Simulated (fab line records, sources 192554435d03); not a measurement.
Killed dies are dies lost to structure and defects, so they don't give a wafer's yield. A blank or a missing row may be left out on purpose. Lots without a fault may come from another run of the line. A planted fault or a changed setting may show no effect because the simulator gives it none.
Split-lot experiment | flow n5_finfet | 7 lots, 21 wafers read, on a route of 1938 steps

THE SPLIT
At N5_HKMG_FIN_ETCH_54 (etches SiARC in CF4, target depth 45.5 nm, time 75.8 s), the setting source_w was moved away from the recipe's 545 W on 7 of the 21 wafers read, by -13.8% to +12.3%. The other wafers ran this setting at the recipe's value.

The reading is taken at the split's own step.

THE READING
rf_vpp_V, in V, at N5_HKMG_FIN_ETCH_54 (etches SiARC in CF4, target depth 45.5 nm, time 75.8 s). Fault-free wafers of this fab line usually give 184.3 V, standard deviation 0.97 V.

wafer  | tool, chamber at the split | source_w as run, W | against the recipe | rf_vpp_V, V | against lot-mates on the recipe
L076.1 | rie_diel-03, 1             | 545                | recipe             | 185.1       | -
L076.3 | rie_diel-03, 0             | 545                | recipe             | 186.1       | -
L076.6 | rie_diel-03, 2             | 601.2              | +10.3%             | 178.1       | -7.5
L082.2 | rie_diel-01, 2             | 545                | recipe             | 183.1       | -
L082.4 | rie_diel-01, 0             | 612.2              | +12.3%             | 177.2       | -5.9
L082.5 | rie_diel-01, 2             | 612.2              | +12.3%             | 176.9       | -6.2
L088.1 | rie_diel-03, 3             | 545                | recipe             | 184.2       | -
L088.3 | rie_diel-03, 2             | 545                | recipe             | 183.7       | -
L088.4 | rie_diel-03, 0             | 545                | recipe             | 184.1       | -
L090.1 | rie_diel-03, 0             | 545                | recipe             | 185.8       | -
L090.2 | rie_diel-03, 2             | 545                | recipe             | 184.4       | -
L090.3 | rie_diel-03, 3             | 545                | recipe             | 184.3       | -
L091.3 | rie_diel-04, 1             | 545                | recipe             | 184.5       | -
L091.4 | rie_diel-04, 0             | 545                | recipe             | 183.7       | -
L091.6 | rie_diel-04, 0             | 545                | recipe             | 183.1       | -
L092.1 | rie_diel-04, 0             | 595                | +9.2%              | 178.7       | -4.7
L092.3 | rie_diel-04, 3             | 545                | recipe             | 183.4       | -
L092.4 | rie_diel-04, 1             | 595                | +9.2%              | 178.4       | -5.0
L096.2 | rie_diel-04, 0             | 470                | -13.8%             | 194.3       | +10.2
L096.3 | rie_diel-04, 3             | 470                | -13.8%             | 193.9       | +9.8
L096.5 | rie_diel-04, 3             | 545                | recipe             | 184.1       | -

THE FIT
A straight line over all 21 wafers: rf_vpp_V changes by -0.65 V for each +1% of source_w; r = -0.98; the points scatter about the line by 0.83 V.
The same after taking each lot's own level away (the mean of its wafers on the recipe; 21 wafers): -0.626 V for each +1%; r = -0.98; scatter 0.83 V.
On that fit, the largest move of source_w shifts the reading by 8.6 V.
The lots' own levels span 183.10 to 185.60 V, that is 2.6 times the standard deviation above.
So the lot-to-lot level changes the slope little: the two slopes agree.
Check: with one of the wafers moved furthest among these (-13.8%) left out of the fit, the line predicts +8.42 V for it against its lot-mates. It came out at +10.2 V against them.
Tool readings at the split's step, against how far the setting was moved: etch_rf_on_time_s r = -0.97; rf_vpp_V r = -0.98.

OTHER SPLITS ON THESE WAFERS
These wafers also went through other splits before the reading. Each is held against what the fit with the lots' levels taken away leaves over:
other split on the same wafers | wafers away from the commonest value | r with rf_vpp_V (lot level and that fit taken away)
N5_SDB_EXPOSE_08 dose_mj       | 10                                   | -0.10

THE WHOLE CHAIN: every reading that the file lists as answering this split, in the file's order
step                | what it does                                           | reading           | change (the file's fit)              | r (the file's)
N5_HKMG_FIN_ETCH_54 | etches SiARC in CF4, target depth 45.5 nm, time 75.8 s | etch_rf_on_time_s | withheld for each +1% of the setting | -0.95
N5_HKMG_FIN_ETCH_54 | etches SiARC in CF4, target depth 45.5 nm, time 75.8 s | rf_vpp_V          | -0.628 V for each +1% of the setting | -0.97

THE FILE'S OWN FIT
rf_vpp_V changes by -0.628 V for each +1% of source_w, r = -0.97.
